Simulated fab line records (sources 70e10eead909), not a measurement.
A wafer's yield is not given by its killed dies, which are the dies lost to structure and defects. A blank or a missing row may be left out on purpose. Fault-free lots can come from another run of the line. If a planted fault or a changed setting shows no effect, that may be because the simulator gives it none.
Struck lot and sound lot, side by side | flow nandHarc | 14 out of 1159 route steps
Sound: wafers L749.1, L749.5, L749.6. Struck: wafers L752.1, L752.3, L752.5. At the end, the cause is stated.
For every step that has rows: the tool of each side, followed by ch and its chambers, followed by its first start. Under that, the readings that differ: sound wafers | struck wafers | difference of the means | sigmas: that difference in standard deviations of wafers without a fault.
alike: same words and numbers on both sides, and readings whose means sit less than 2 such deviations apart. not compared: any withheld reading, any reading some wafer has no value for, any bound like >300 that may hide the same value, and any number with overlapping values for which the record gives no deviation.
Wherever a step has rows on one side only, a row that says differs or no value, or a row with sigmas, the two part there. Numbers that have no deviation but don't overlap get no sigmas and don't part them. A reading missing from all wafers of one side parts the sides only when that side holds two or more wafers.

NHARC_P_M2_PRE_CLEAN_30: time 30 s.
  sound on pvdSputter-03; struck on pvdSputter-03
  alike: heaterPowerW, susceptorTempC
NHARC_P_M2_PVD_20: deposits TaN, target thk 5 nm, time 8.06 s.
  sound on pvdSputter-03; struck on pvdSputter-03
  alike: throttleValvePct
then, 2 steps without rows for these wafers: NHARC_P_M2_PVD_21 (deposits Cu, target thk 30 nm, time 20.49 s); NHARC_P_M2_ECD_22 (material Cu, target thk 400 nm).
NHARC_P_M2_ANNEAL_31: time 90 s.
  sound on rtpAnneal-01 ch 0, day 6 23:02; struck on rtpAnneal-02 ch 0, day 7 00:03
reading          | sound                | struck               | difference | sigmas
wafer_temp_C_max | 226.46 226.10 226.19 | 225.63 225.73 225.80 | -0.53      | -2
  alike: annealTempCMax
NHARC_P_M2_CMP_23: polishes, t overpolish 20 s, target thk 144.3 nm.
  sound on cmp-02 ch 0,1, day 6 23:25; struck on cmp-01 ch 0,3, day 7 00:23
  alike: motorCurrentA, timeToEndpointS
  not compared: padLifeWafers
NHARC_P_M2_THK_MEAS_24: measures by xrf.
  sound: filmMetro-01 at day 6 23:42; struck: filmMetro-01 at day 7 00:43
  alike: thkNm
after that, 1 step had no rows for these wafers: NHARC_P_M2_SRD_25.
NHARC_P_M2_INSPECT_27:
  sound: defectInspect-01 at day 6 23:51; struck: defectInspect-01 at day 7 00:53
  alike: rawDefectCount
then, 1 step without rows for these wafers: NHARC_P_M2_PRE_CLEAN_32 (time 12 s).
NHARC_P_M2_DEP_33: deposits SiCN, target thk 30 nm.
  sound on pecvd-03 ch 1,2, day 7 00:00; struck on pecvd-02 ch 0,1,2, day 7 01:04
  alike: heaterPowerW, rfFwdPowerW, susceptorTempC
NHARC_P_BONDPAD_DEP_00: deposits SiCN, target thk 250 nm.
  sound on pecvd-04 ch 1,2, day 7 00:31; struck on pecvd-03 ch 0,1,2, day 7 02:02
  alike: heaterPowerW, rfFwdPowerW, susceptorTempC
then, 1 step without rows for these wafers: NHARC_P_BONDPAD_CMP_32 (polishes SiCN, target thk 200 nm).
-- break in the record here, with 13 days between the starts of the struck wafers on either side (left off in module P_BONDPAD, picked up again in module END, where the first step shown is number 1159 on the route) --
NHARC_END_SORT_01:
  sound on prober-01 ch 0, day 20 02:28; struck on prober-01 ch 0, day 20 10:16
  alike: defectLimitedYield, killedAtArray, killedAtOther, killedAtPeriphery, killedDies, killedOpen, killedShort, sort_bin_2_pct, sort_bin_3_pct, sort_bin_4_pct, sortNPass, sortRimYieldPct, sortYieldPct

== WHERE THEY PART ==
Only at NHARC_P_M2_ANNEAL_31, as far as this record shows. Later steps at which nothing parts them and some readings are alike: NHARC_P_M2_CMP_23, NHARC_P_M2_THK_MEAS_24, NHARC_P_M2_INSPECT_27, NHARC_P_M2_DEP_33, NHARC_P_BONDPAD_DEP_00, NHARC_END_SORT_01.

WHY: what the simulator had put in
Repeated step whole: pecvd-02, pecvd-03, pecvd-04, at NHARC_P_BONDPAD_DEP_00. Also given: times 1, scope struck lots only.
